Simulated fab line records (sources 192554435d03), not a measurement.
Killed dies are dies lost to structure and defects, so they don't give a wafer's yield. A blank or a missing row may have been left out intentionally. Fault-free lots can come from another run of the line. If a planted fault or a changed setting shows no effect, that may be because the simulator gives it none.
Which of the tools did it?    flow n5-finfet    10 lots with 30 wafers sampled at 5 steps, on a route of 1938 steps

WHAT THE GAUGES SHOWED, per wafer
N5_SD_EPI_N_INSPECT_26: inspects for defects (darkfield).
lot   measured     on                 raw-defect-count
L574  day 3 06:15  defect-inspect-02  261 266 277
L576  day 3 16:14  defect-inspect-02  187 142 219
L577  day 4 00:05  defect-inspect-02  181 230 245
L578  day 4 04:28  defect-inspect-02  192 207 214
L579  day 4 12:24  defect-inspect-01  188 184 167
L583  day 5 13:49  defect-inspect-02  209 245 252
L584  day 5 21:23  defect-inspect-01  256 266 261
L587  day 6 18:43  defect-inspect-01  171 243 215
L590  day 7 03:46  defect-inspect-02  154 151 129
L592  day 7 15:33  defect-inspect-02  157 128 167

N5_BEOL_M4_RC_MEAS_101.
lot   measured      on         DIBL_N (mV/V)   DIBL_P (mV/V)   IOFF_N (nA/um)  IOFF_P (nA/um)  ION_N (uA/um)  ION_P (uA/um)  REXT_N (ohm.um)  SS_N (mV/dec)   SS_P (mV/dec)   VT_N (mV)    VT_P (mV)
L574  day 7 19:40   prober-02  35.0 35.8 35.0  34.4 36.3 35.2  0.15 0.17 0.15  0.16 0.19 0.17  664 691 671    450 467 459    77.0 75.8 75.3   71.5 72.1 72.0  73.0 73.8 72.7  250 248 248  -254 -252 -252
L576  day 7 21:46   prober-02  34.2 33.8 34.3  32.9 34.0 33.8  0.12 0.12 0.13  0.17 0.18 0.18  664 671 673    451 462 452    76.6 77.9 77.8   71.0 71.3 70.8  72.0 71.9 73.0  254 257 253  -254 -255 -252
L577  day 8 15:26   prober-02  36.6 32.9 34.7  36.8 32.4 33.6  0.18 0.12 0.14  0.25 0.18 0.18  683 659 665    471 458 454    74.4 73.7 74.4   72.0 70.8 71.4  73.6 72.4 72.8  245 255 249  -246 -251 -250
L578  day 8 20:38   prober-02  37.6 34.5 35.5  39.3 35.6 37.1  0.21 0.15 0.17  0.27 0.21 0.24  679 670 676    467 459 473    75.1 74.8 76.3   72.1 71.0 71.4  73.9 72.9 73.0  247 250 251  -246 -247 -248
L579  day 9 08:31   prober-01  35.9 35.0 36.8  37.2 35.8 37.1  0.16 0.14 0.17  0.21 0.20 0.21  671 669 675    464 459 464    77.8 79.6 78.4   72.0 71.6 71.9  73.4 72.8 73.3  250 252 250  -250 -254 -249
L583  day 10 02:31  prober-01  41.3 38.4 42.4  38.2 34.9 38.6  0.29 0.19 0.30  0.24 0.19 0.25  705 690 705    460 458 465    69.8 70.6 69.9   73.4 72.3 73.4  74.0 72.9 73.3  243 247 242  -248 -252 -247
L584  day 10 06:25  prober-01  38.0 38.2 36.5  37.8 37.2 35.5  0.20 0.20 0.17  0.24 0.23 0.20  686 677 687    463 461 469    76.8 76.3 74.6   71.9 72.3 71.7  74.3 73.8 74.4  244 248 249  -250 -251 -252
L587  day 11 16:23  prober-02  39.1 40.7 40.9  34.5 37.3 38.5  0.20 0.22 0.25  0.18 0.22 0.25  690 707 705    459 467 465    69.0 69.9 69.8   71.6 72.1 71.9  72.1 72.6 73.1  247 245 241  -250 -250 -249
L590  day 12 01:48  prober-02  31.7 34.5 33.8  31.2 35.6 34.5  0.09 0.13 0.12  0.13 0.19 0.18  654 667 667    456 461 469    76.4 75.9 76.9   70.2 70.7 70.6  71.9 73.1 72.2  258 251 251  -256 -251 -251
L592  day 12 16:39  prober-01  37.3 37.0 32.9  36.3 35.8 31.6  0.18 0.16 0.11  0.21 0.20 0.15  672 682 661    458 464 456    74.1 74.5 75.3   72.0 70.6 70.9  73.2 73.4 72.5  248 249 252  -251 -251 -256

WHICH TOOL RAN EACH LOT (tool, then ch and the chambers of the sampled wafers, then the start)
lot   N5_SPACER0_ALD_07                 N5_SPACER0_ALD_08                 N5_SD_EPI_N_VAPOR_ETCH_50
L574  ald-sin-03 ch 0,2,3, day 3 01:17  ald-sin-03 ch 0,2,3, day 3 01:41  epi-rpcvd-01 ch 0, day 3 03:46
L576  ald-sin-03 ch 1,2,3, day 3 10:45  ald-sin-03 ch 1,2,3, day 3 11:10  epi-rpcvd-04 ch 0, day 3 13:35
L577  ald-sin-01 ch 1,2, day 3 18:48    ald-sin-01 ch 1,2, day 3 19:13    epi-rpcvd-01 ch 0, day 3 21:38
L578  ald-sin-01 ch 1,2,3, day 3 23:26  ald-sin-01 ch 1,2,3, day 3 23:51  epi-rpcvd-04 ch 0, day 4 02:03
L579  ald-sin-01 ch 0,2,3, day 4 07:09  ald-sin-01 ch 0,2,3, day 4 07:34  epi-rpcvd-04 ch 0, day 4 09:57
L583  ald-sin-01 ch 0,2,3, day 5 08:47  ald-sin-01 ch 0,2,3, day 5 09:12  epi-rpcvd-04 ch 0, day 5 11:20
L584  ald-sin-01 ch 1,2, day 5 16:20    ald-sin-01 ch 1,2, day 5 16:45    epi-rpcvd-01 ch 0, day 5 18:58
L587  ald-sin-03 ch 0,1,2, day 6 13:01  ald-sin-03 ch 0,1,2, day 6 13:25  epi-rpcvd-04 ch 0, day 6 15:35
L590  ald-sin-03 ch 0,1,2, day 6 22:51  ald-sin-03 ch 0,1,2, day 6 23:16  epi-rpcvd-01 ch 0, day 7 01:22
L592  ald-sin-03 ch 0,2,3, day 7 10:38  ald-sin-03 ch 0,2,3, day 7 11:02  epi-rpcvd-02 ch 0, day 7 13:08
- N5_SPACER0_ALD_07: deposits SiNx, target thk 2 nm.
- N5_SPACER0_ALD_08: deposits SiNx, target thk 2 nm.
- N5_SD_EPI_N_VAPOR_ETCH_50: etches Si in HCl, time 54 s.

AS READ BY THE TOOLS THEMSELVES (means over the sampled wafers that have a number; for cases with no such wafer, the mark the record gives instead)
N5_SPACER0_ALD_07.
lot   tool        heater-power-w (W)  susceptor-temp-C (C)
L574  ald-sin-03  878                 399.99
L576  ald-sin-03  867                 400.08
L577  ald-sin-01  775                 400.23
L578  ald-sin-01  794                 399.87
L579  ald-sin-01  768                 399.98
L583  ald-sin-01  779                 399.94
L584  ald-sin-01  812                 400.11
L587  ald-sin-03  804                 400.10
L590  ald-sin-03  832                 400.11
L592  ald-sin-03  875                 400.08

N5_SPACER0_ALD_08.
lot   tool        heater-power-w (W)  susceptor-temp-C (C)
L574  ald-sin-03  863                 399.93
L576  ald-sin-03  871                 399.74
L577  ald-sin-01  784                 400.11
L578  ald-sin-01  787                 400.01
L579  ald-sin-01  776                 400.07
L583  ald-sin-01  768                 400.00
L584  ald-sin-01  799                 399.93
L587  ald-sin-03  816                 400.07
L590  ald-sin-03  810                 400.04
L592  ald-sin-03  864                 400.02

N5_SD_EPI_N_VAPOR_ETCH_50.
lot   tool          lamp-inner-pct (%)  susceptor-temp-C (C)  throttle-valve-pct (%)
L574  epi-rpcvd-01  18.5                775.0                 11.59
L576  epi-rpcvd-04  20.2                774.9                 11.34
L577  epi-rpcvd-01  18.5                775.1                 11.53
L578  epi-rpcvd-04  20.2                774.9                 11.45
L579  epi-rpcvd-04  20.2                775.1                 11.36
L583  epi-rpcvd-04  20.6                781.3                 11.48
L584  epi-rpcvd-01  18.5                774.7                 11.40
L587  epi-rpcvd-04  20.6                780.9                 11.44
L590  epi-rpcvd-01  18.4                774.9                 11.33
L592  epi-rpcvd-02  22.1                775.1                 11.39

THE ANSWER, worked out from the rows above alone
Rule: the lots themselves supply what counts as usual. The widest of any qualifying gaps counts: lots, ordered by their means at a reading, are off when they make up no more than a third of the lots, leave a main group of 4 or more, and stand apart from it by 3 or more times the standard deviation of that group's means. Not used: any main group whose means are identical at the precision the tables above print for the reading. Also off: a lot with no number at a reading for which 4 or more lots have one. Any other lot the step has rows for is counted as sound. After the gauges, taken in route order, come the tools' own readings; for these a lot's mean is taken, as printed above. At the first step where some lot is off, the reading lying furthest off is the one used; lots without a number count as furthest.
Off: L583, L587, at N5_BEOL_M4_RC_MEAS_101 (REXT_N). The main group: mean 76.1 ohm.um, standard deviation 1.3.
If a tool, at a process step before that reading, ran all the lots that are off and no sound lot after the first of them, it fits. Not tried: the gauges at N5_BEOL_M4_RC_MEAS_101; whatever is off there is also off at N5_SD_EPI_N_VAPOR_ETCH_50, on other tools, and gauge error can't account for it. One candidate fits, namely epi-rpcvd-04 at N5_SD_EPI_N_VAPOR_ETCH_50. Its last sound lot is L579 (day 4 09:57), its first lot that is off L583 (day 5 11:20): a fault that began between those two fits.
On the lots that are off, the tool's own readings at N5_SD_EPI_N_VAPOR_ETCH_50 differ by more than 5 times the standard deviation of the sound lots' means, which bears it out; susceptor-temp-C reads 781.1 C there versus 775.0 C on the sound lots.

WHAT THE SIMULATOR HAD INSERTED
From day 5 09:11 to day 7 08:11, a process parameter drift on epi-rpcvd-04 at N5_SD_EPI_N_VAPOR_ETCH_50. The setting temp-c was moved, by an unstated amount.
Lots struck among those shown: L583, L587. The rule above reached the same finding.
